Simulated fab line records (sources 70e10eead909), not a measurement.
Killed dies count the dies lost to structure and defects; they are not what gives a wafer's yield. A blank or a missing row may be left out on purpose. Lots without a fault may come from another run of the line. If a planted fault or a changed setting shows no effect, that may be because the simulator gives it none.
Which tool is to blame? | flow nand-harc | 12 lots, 36 wafers sampled, at 4 steps of a route of 1302

== WHAT EACH GAUGE READ, for each wafer ==
The record lacks any reading of a measuring or inspecting step that a usual standard deviation could be used to judge.

== EACH LOT AND THE TOOL THAT RAN IT (in order: tool; ch and the chambers of the sampled wafers; start) ==
lot  | NHARC_A_STAIRCASE_ETCH_199                    | NHARC_A_STAIRCASE_EXPOSE_214      | NHARC_A_STAIRCASE_TRIM_222     | NHARC_A_STAIRCASE_ETCH_223
L754 | rie-diel-08 ch 1,2,3, day 16 03:02 or earlier | krf-scanner-01 ch 0, day 16 03:02 | rie-diel-02 ch 0,1,3, no start | rie-diel-02 ch 0,1,3, no start
L756 | rie-diel-02 ch 2,3, day 16 15:49 or earlier   | krf-scanner-04 ch 0, day 16 15:49 | rie-diel-09 ch 0,2,3, no start | rie-diel-09 ch 0,2,3, no start
L755 | rie-diel-08 ch 0,1,3, day 16 19:23 or earlier | krf-scanner-01 ch 0, day 16 19:23 | rie-diel-09 ch 0,1,2, no start | rie-diel-09 ch 0,2,3, no start
L757 | rie-diel-08 ch 1,2, day 17 12:02 or earlier   | krf-scanner-02 ch 0, day 17 12:02 | rie-diel-09 ch 0,2,3, no start | rie-diel-09 ch 0,1,2, no start
L758 | rie-diel-09 ch 0,1,3, day 17 12:58 or earlier | krf-scanner-01 ch 0, day 17 12:58 | rie-diel-09 ch 0,1,3, no start | rie-diel-09 ch 0,1,3, no start
L759 | rie-diel-02 ch 0,1, day 17 23:46 or earlier   | krf-scanner-02 ch 0, day 17 23:46 | rie-diel-02 ch 0,1,2, no start | rie-diel-02 ch 1,2, no start
L762 | rie-diel-08 ch 2,3, day 19 18:22 or earlier   | krf-scanner-02 ch 0, day 19 18:22 | rie-diel-08 ch 0,2, no start   | rie-diel-08 ch 0,2,3, no start
L767 | rie-diel-08 ch 0,2,3, day 21 01:37 or earlier | krf-scanner-02 ch 0, day 21 01:37 | rie-diel-09 ch 0,1,3, no start | rie-diel-09 ch 1,2,3, no start
L768 | rie-diel-08 ch 0,3, day 21 22:43 or earlier   | krf-scanner-04 ch 0, day 21 22:43 | rie-diel-08 ch 1,2,3, no start | rie-diel-08 ch 0,2,3, no start
L769 | rie-diel-08 ch 1,2,3, day 21 23:01 or earlier | krf-scanner-02 ch 0, day 21 23:01 | rie-diel-08 ch 2,3, no start   | rie-diel-08 ch 0,2, no start
L777 | rie-diel-08 ch 1,2,3, day 25 07:31 or earlier | krf-scanner-01 ch 0, day 25 07:31 | rie-diel-02 ch 1,2,3, no start | rie-diel-02 ch 1,2,3, no start
L776 | rie-diel-02 ch 1,2,3, day 25 08:56 or earlier | krf-scanner-01 ch 0, day 25 08:56 | rie-diel-09 ch 0,1,3, no start | rie-diel-09 ch 0,1,2, no start
- NHARC_A_STAIRCASE_ETCH_199: etches the open film in C4F8/O2, target depth 100 nm, time 40.5 s.
- NHARC_A_STAIRCASE_EXPOSE_214: exposes mask STAIR 3.
- NHARC_A_STAIRCASE_TRIM_222: chemistry O2, time 211.2 s.
- NHARC_A_STAIRCASE_ETCH_223: etches the open film in C4F8/O2, target depth 100 nm, time 40.5 s.

== WHAT THE TOOLS THEMSELVES READ (means of the sampled wafers that have a number; where no wafer has one, the mark that the record gives instead) ==
NHARC_A_STAIRCASE_ETCH_199. Usual: oes-product-au 0.945 a.u., standard deviation 0.013; rf-vpp-V 897 V, standard deviation 5.1.
lot  | tool        | oes-product-au (a.u.) | rf-vpp-V (V) | flag
L754 | rie-diel-08 | 0.950                 | 899          |
L756 | rie-diel-02 | 0.942                 | 894          |
L755 | rie-diel-08 | 0.956                 | 897          |
L757 | rie-diel-08 | 0.941                 | 897          |
L758 | rie-diel-09 | 0.935                 | 898          |
L759 | rie-diel-02 | 0.957                 | 900          |
L762 | rie-diel-08 | 0.948                 | 894          |
L767 | rie-diel-08 | 0.946                 | 893          |
L768 | rie-diel-08 | 0.954                 | 893          |
L769 | rie-diel-08 | 0.949                 | 898          |
L777 | rie-diel-08 | 0.942                 | 898          |
L776 | rie-diel-02 | 0.936                 | 894          |

NHARC_A_STAIRCASE_EXPOSE_214. Usual: exposure-dose-mJ-cm2 31.26, standard deviation 0.031.
lot  | tool           | exposure-dose-mJ-cm2 | flag
L754 | krf-scanner-01 | 31.25                |
L756 | krf-scanner-04 | 31.28                |
L755 | krf-scanner-01 | 31.22                |
L757 | krf-scanner-02 | 31.28                |
L758 | krf-scanner-01 | 31.27                |
L759 | krf-scanner-02 | 31.26                |
L762 | krf-scanner-02 | 32.05                | OFF
L767 | krf-scanner-02 | 32.02                | OFF
L768 | krf-scanner-04 | 31.25                |
L769 | krf-scanner-02 | 32.01                | OFF
L777 | krf-scanner-01 | 31.25                |
L776 | krf-scanner-01 | 31.22                |

NHARC_A_STAIRCASE_TRIM_222. Usual: drypump-motor-current-A 5.6 A, standard deviation 0.62; oes-product-au 0.999 a.u., standard deviation 0.01; rf-vpp-V 57.8 V, standard deviation 0.96; showerhead-plenum-p-Torr 3.54 Torr, standard deviation 0.15; throttle-valve-pct 17.037 %, standard deviation 0.0086.
lot  | tool        | drypump-motor-current-A (A) | oes-product-au (a.u.) | rf-vpp-V (V) | showerhead-plenum-p-Torr (Torr) | throttle-valve-pct (%) | flag
L754 | rie-diel-02 | 6.0                         | 0.988                 | 57.3         | 3.58                            | 17.037                 |
L756 | rie-diel-09 | 5.3                         | 0.997                 | 57.0         | 3.52                            | 17.036                 |
L755 | rie-diel-09 | 5.8                         | 0.992                 | 58.0         | 3.51                            | 17.043                 |
L757 | rie-diel-09 | 5.3                         | 0.998                 | 56.8         | 3.52                            | 17.036                 |
L758 | rie-diel-09 | 5.7                         | 0.994                 | 58.1         | 3.59                            | 17.033                 |
L759 | rie-diel-02 | 6.2                         | 1.000                 | 58.2         | 3.65                            | 17.037                 |
L762 | rie-diel-08 | 5.6                         | 1.002                 | 58.0         | 3.43                            | 17.025                 |
L767 | rie-diel-09 | 5.7                         | 1.010                 | 58.5         | 3.57                            | 17.036                 |
L768 | rie-diel-08 | 5.3                         | 1.009                 | 57.2         | 3.58                            | 17.035                 |
L769 | rie-diel-08 | 5.3                         | 1.000                 | 57.4         | 3.48                            | 17.034                 |
L777 | rie-diel-02 | 5.6                         | 0.998                 | 57.9         | 3.49                            | 17.036                 |
L776 | rie-diel-09 | 5.7                         | 0.985                 | 57.6         | 3.56                            | 17.033                 |

NHARC_A_STAIRCASE_ETCH_223. Usual: oes-product-au 0.940 a.u., standard deviation 0.012; rf-vpp-V 897 V, standard deviation 5.5.
lot  | tool        | oes-product-au (a.u.) | rf-vpp-V (V) | flag
L754 | rie-diel-02 | 0.944                 | 898          |
L756 | rie-diel-09 | 0.942                 | 896          |
L755 | rie-diel-09 | 0.936                 | 896          |
L757 | rie-diel-09 | 0.931                 | 895          |
L758 | rie-diel-09 | 0.933                 | 898          |
L759 | rie-diel-02 | 0.942                 | 898          |
L762 | rie-diel-08 | 0.947                 | 894          |
L767 | rie-diel-09 | 0.952                 | 893          |
L768 | rie-diel-08 | 0.950                 | 893          |
L769 | rie-diel-08 | 0.942                 | 893          |
L777 | rie-diel-02 | 0.933                 | 896          |
L776 | rie-diel-09 | 0.929                 | 900          |

== THE ANSWER, worked out from the rows above alone ==
Rule: take the mean of a lot's wafers that have a number; if it is more than 3 standard deviations from the usual mean, the lot is off. Also off: a lot with no number at a reading for which 4 or more lots have one. The other lots that the step has rows for count as sound. First the gauges in route order, then the tools' own readings, where a lot's mean is used as printed above. The first step at which some lot is off is used, and at that step the reading that is off furthest; a lot without a number counts as furthest.
Off, at NHARC_A_STAIRCASE_EXPOSE_214 on exposure-dose-mJ-cm2: L762, L767, L769.
If a tool, at that step or one of the process steps before it, ran each lot that is off and ran no sound lot following the first of them, it fits. Because NHARC_A_STAIRCASE_ETCH_199 lacks a start for some lots, the hours and order of its lots are taken from NHARC_A_STAIRCASE_EXPOSE_214. One fits: krf-scanner-02 at NHARC_A_STAIRCASE_EXPOSE_214. Its last sound lot is L759 (day 17 23:46), its first lot that is off L762 (day 19 18:22): a fault that began between those two fits.
The tool's own readings at NHARC_A_STAIRCASE_EXPOSE_214 bear it out: on the lots that are off they differ by more than 5 times the standard deviation of the sound lots' means. exposure-dose-mJ-cm2 reads 32.03 there against 31.25 on the sound lots.

== WHAT THE SIMULATOR PUT IN ==
Process parameters drifting: krf-scanner-02 at NHARC_A_STAIRCASE_EXPOSE_214, beginning at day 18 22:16. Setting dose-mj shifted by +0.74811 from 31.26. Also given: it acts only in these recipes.
Struck lots among those shown: L762, L767, L769. The same result came from the rule above.
